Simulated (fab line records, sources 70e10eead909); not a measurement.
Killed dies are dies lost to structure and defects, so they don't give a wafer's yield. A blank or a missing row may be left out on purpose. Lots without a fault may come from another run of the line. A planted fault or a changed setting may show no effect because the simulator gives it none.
Which tool did it? | flow nand_harc | 24 lots, 72 wafers sampled, at 3 steps of a route of 1159

WHAT THE GAUGES READ, wafer by wafer
NHARC_A_CONTACT_CD_MEAS_08: target cd 100 nm. Usual: cd_nm 100.1 nm, standard deviation 0.42.
lot  | measured     | on        | cd_nm (nm)        | flag
L074 | day 16 15:50 | cd_sem-01 | 100.2 99.8 99.5   |
L075 | day 17 01:17 | cd_sem-03 | 99.7 100.1 99.9   |
L076 | day 17 06:35 | cd_sem-02 | 99.6 99.5 100.2   |
L077 | day 17 08:47 | cd_sem-03 | 100.4 100.3 100.5 |
L078 | day 17 12:14 | cd_sem-03 | 100.6 99.5 100.1  |
L079 | day 17 23:54 | cd_sem-01 | 100.2 99.9 100.2  |
L080 | day 18 03:54 | cd_sem-02 | 100.8 100.8 100.6 |
L081 | day 18 09:47 | cd_sem-03 | 99.9 100.2 100.1  |
L082 | day 19 10:01 | cd_sem-02 | 100.4 100.4 100.4 |
L083 | day 19 11:14 | cd_sem-02 | 100.3 100.4 100.2 |
L087 | day 19 19:23 | cd_sem-02 | 100.1 100.0 99.5  |
L084 | day 19 22:58 | cd_sem-02 | 99.8 99.0 99.4    |
L086 | day 20 00:21 | cd_sem-02 | 99.8 99.8 100.2   |
L085 | day 20 00:59 | cd_sem-02 | 99.6 99.5 99.2    |
L088 | day 20 03:38 | cd_sem-02 | 100.8 99.9 100.4  |
L090 | day 20 13:33 | cd_sem-01 | 100.6 100.9 100.9 |
L089 | day 20 14:47 | cd_sem-02 | 99.7 99.7 99.7    |
L093 | day 21 14:07 | cd_sem-02 | 99.7 100.1 99.7   |
L092 | day 21 18:43 | cd_sem-03 | 100.0 100.8 100.4 |
L094 | day 22 01:10 | cd_sem-03 | 100.3 99.9 101.1  |
L096 | day 22 09:40 | cd_sem-01 | 100.6 100.6 100.0 |
L091 | day 22 08:47 | cd_sem-03 | 100.2 100.4 101.0 |
L097 | day 22 14:23 | cd_sem-03 | 99.9 100.5 99.7   |
L095 | day 22 19:40 | cd_sem-03 | 100.4 100.1 100.6 |

NHARC_A_CONTACT_INSPECT_10. Usual: raw_defect_count 29, standard deviation 15.
lot  | measured     | on                | raw_defect_count | flag
L074 | day 16 15:58 | defect_inspect-01 | 36 33 49         |
L075 | day 17 01:25 | defect_inspect-01 | 29 31 35         |
L076 | day 17 06:43 | defect_inspect-02 | 18 16 13         |
L077 | day 17 08:55 | defect_inspect-01 | 29 28 23         |
L078 | day 17 12:22 | defect_inspect-02 | 39 33 29         |
L079 | day 18 00:01 | defect_inspect-02 | 21 32 27         |
L080 | day 18 04:01 | defect_inspect-02 | 46 35 42         |
L081 | day 18 09:54 | defect_inspect-02 | 8 10 8           |
L082 | day 19 10:08 | defect_inspect-02 | 14 13 16         |
L083 | day 19 11:22 | defect_inspect-02 | 33 29 35         |
L087 | day 19 19:31 | defect_inspect-02 | 18 15 16         |
L084 | day 19 23:05 | defect_inspect-01 | 12 8 11          |
L086 | day 20 00:28 | defect_inspect-01 | 22 26 33         |
L085 | day 20 01:07 | defect_inspect-02 | 38 43 47         |
L088 | day 20 03:46 | defect_inspect-01 | 36 29 40         |
L090 | day 20 13:40 | defect_inspect-02 | 35 25 26         |
L089 | day 20 14:54 | defect_inspect-02 | 21 36 29         |
L093 | day 21 14:14 | defect_inspect-02 | 11 19 24         |
L092 | day 21 18:50 | defect_inspect-01 | 64 51 54         |
L094 | day 22 01:17 | defect_inspect-02 | 31 40 38         |
L096 | day 22 09:47 | defect_inspect-01 | 66 60 53         |
L091 | day 22 08:54 | defect_inspect-01 | 50 63 60         |
L097 | day 22 14:31 | defect_inspect-01 | 18 23 20         |
L095 | day 22 19:48 | defect_inspect-02 | 12 18 12         |

WHICH TOOL RAN EACH LOT (tool, then ch and the chambers of the sampled wafers, then the start)
lot  | NHARC_A_CONTACT_ETCH_123
L074 | har_cap_etch-01 ch 0,1, day 15 21:52
L075 | har_cap_etch-01 ch 0,1, day 16 10:29
L076 | har_cap_etch-03 ch 0,1, day 16 16:16
L077 | har_cap_etch-01 ch 0,1, day 16 16:25
L078 | har_cap_etch-02 ch 0,1, day 17 01:14
L079 | har_cap_etch-02 ch 0,1, day 17 13:03
L080 | har_cap_etch-03 ch 0,1, day 17 17:10
L081 | har_cap_etch-01 ch 0,1, day 17 22:30
L082 | har_cap_etch-03 ch 0,1, day 18 20:13
L083 | har_cap_etch-01 ch 0,1, day 18 20:46
L087 | har_cap_etch-03 ch 0,1, day 19 06:05
L084 | har_cap_etch-02 ch 1, day 19 07:31
L086 | har_cap_etch-03 ch 0,1, day 19 10:22
L085 | har_cap_etch-01 ch 1, day 19 11:30
L088 | har_cap_etch-02 ch 0,1, day 19 15:01
L090 | har_cap_etch-02 ch 0,1, day 20 00:50
L089 | har_cap_etch-01 ch 0,1, day 20 01:16
L093 | har_cap_etch-02 ch 0,1, day 21 01:50
L092 | har_cap_etch-01 ch 0,1, day 21 07:21
L094 | har_cap_etch-02 ch 0,1, day 21 11:23
L096 | har_cap_etch-01 ch 0,1, day 21 20:03
L091 | har_cap_etch-03 ch 0,1, day 21 20:07
L097 | har_cap_etch-03 ch 0,1, day 21 23:55
L095 | har_cap_etch-01 ch 0,1, day 22 06:50
- NHARC_A_CONTACT_ETCH_123: etches the open film in C4F8/O2/Ar, time 253 s, target depth 1090 nm.

WHAT THE TOOLS THEMSELVES READ (means of the sampled wafers that have a number; where no wafer has one, the mark that the record gives instead)
The record holds no such reading with a usual standard deviation.

THE ANSWER, worked out from the rows above alone
Rule: a lot is off if the mean of its wafers that have a number lies more than 3 standard deviations from the usual mean. A lot without any number at a reading at which 4 lots or more have one is off too. The other lots that the step has rows for count as sound. The gauges are gone through in route order, then the tools' own readings, and for those a lot's mean is taken as printed above. The first step at which some lot is off is used, and at that step the reading that is off furthest; a lot without a number counts as furthest.
No lot is off at any reading shown: from this, nothing can be told.

WHAT THE SIMULATOR HAD PUT IN
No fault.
